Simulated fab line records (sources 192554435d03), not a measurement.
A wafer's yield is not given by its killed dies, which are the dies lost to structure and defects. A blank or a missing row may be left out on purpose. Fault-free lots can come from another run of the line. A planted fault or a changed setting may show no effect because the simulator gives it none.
Code-filled problem report in 8D (eight disciplines) form :: flow n5Finfet :: the parts of the form that need people (team, actions taken, sign-off) are left out

1. WHAT WENT WRONG
Wafers without a fault read 413, standard deviation 95; rawDefectCount at N5_BEOL_M5_INSPECT_30 reads a mean of 983 on 6 wafers belonging to 2 lots. Relative to the usual mean, that is a shift of +6.0 standard deviations.
The step: inspects for defects (brightfield).
First observed at day 11 18:03: wafer L143.1, on defectInspect-01. At this step, 12 wafers from 4 lots have a number in the record. The rule behind "out" and "out of limits": a value lying over 4 standard deviations away from the usual mean. Any other wafer with a number is counted as sound.

2. WHAT IT IS; WHAT IT IS NOT
question: which readings at this step
is: rawDefectCount
is not: -

question: which lots
is: L142, L143
is not: L130, L148

question: which wafers of those lots
is: all that have a number
is not: -

question: read on which gauges
is: defectInspect-01
is not: -

question: when
is: from day 11 18:03
is not: up to then (3 sound wafers); but 3 sound wafers of L148 came after

3. WHAT RULES OUT EACH SUSPECT
Counting: any tool at a process step up to the reading is kept as a suspect provided that every lot that is out went through it and no sound lot did after the first of them.
- the gauge at N5_BEOL_M5_INSPECT_30 has been ruled out. All the wafers that are out were read on defectInspect-01, but those of them that N5_PASSIVATION_PROBE_49 has rows for are out there too, on other tools.
- rieDiel-06 at N5_BEOL_M5_ETCH_62 (etches SOC in N2/H2, target depth 75 nm, overetch 15 nm, time 112.5 s): kept. Every lot that is out went through it, starting with L143 (day 11 16:38), and after that it ran no sound lot; the last sound lot it ran before then is L130 (day 8 06:36).
After counting, what remains is rieDiel-06 at N5_BEOL_M5_ETCH_62.

4. THE CAUSE (what the simulator had put in)
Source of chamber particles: rieDiel-06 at N5_BEOL_M5_ETCH_62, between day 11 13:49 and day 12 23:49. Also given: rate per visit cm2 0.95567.
After counting, this tool was the only one left.

5. THE EFFECT CHAIN, in route order
Rows list readings where the struck wafers' mean (over those with a number) sits beyond 3 standard deviations from the usual. Only readings whose record carries a usual standard deviation are examined. hours: median over the lots of the time between each lot's start at the first step of this table that gives one and its start at this step. sigmas: the change, counted in usual standard deviations.
hours: 0
step: N5_BEOL_M5_INSPECT_30
reading: rawDefectCount
usual: 413
on struck wafers: 983
change: +570
sigmas: +6.0

hours: 103
step: N5_PASSIVATION_PROBE_49
reading: defectLimitedYield
usual: 91.2 %
on struck wafers: 83.2
change: -8.0
sigmas: -5.4

hours: 103
step: N5_PASSIVATION_PROBE_49
reading: killed_at_M4_up
usual: 13
on struck wafers: 115
change: +102
sigmas: +18

hours: 103
step: N5_PASSIVATION_PROBE_49
reading: killedDies
usual: 104
on struck wafers: 199
change: +95
sigmas: +5.3

hours: 103
step: N5_PASSIVATION_PROBE_49
reading: sort_bin_5_function
usual: 5.2 %
on struck wafers: 10.5
change: +5.3
sigmas: +5.6

hours: 103
step: N5_PASSIVATION_PROBE_49
reading: sortNPass
usual: 1076
on struck wafers: 981
change: -95
sigmas: -5.3

hours: 103
step: N5_PASSIVATION_PROBE_49
reading: sortYieldPct
usual: 91.2 %
on struck wafers: 83.2
change: -8.0
sigmas: -5.4
Here are the process steps it includes:
- N5_PASSIVATION_PROBE_49

6. WHAT WOULD HAVE CAUGHT IT SOONER
Counted from the fault's start at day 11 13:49, it took 4 hours until the first out-of-limits reading at a measuring or inspecting step in this record, taken at day 11 18:03.
No tool reading at N5_BEOL_M5_ETCH_62 that has a usual standard deviation in the record was out on any struck wafer, so an alarm limit of 4 standard deviations on those readings would not have fired.
Lots out: 2; all had begun N5_BEOL_M5_ETCH_62 on rieDiel-06 by day 11 18:03. A hold on the tool at that time would have spared none of them.
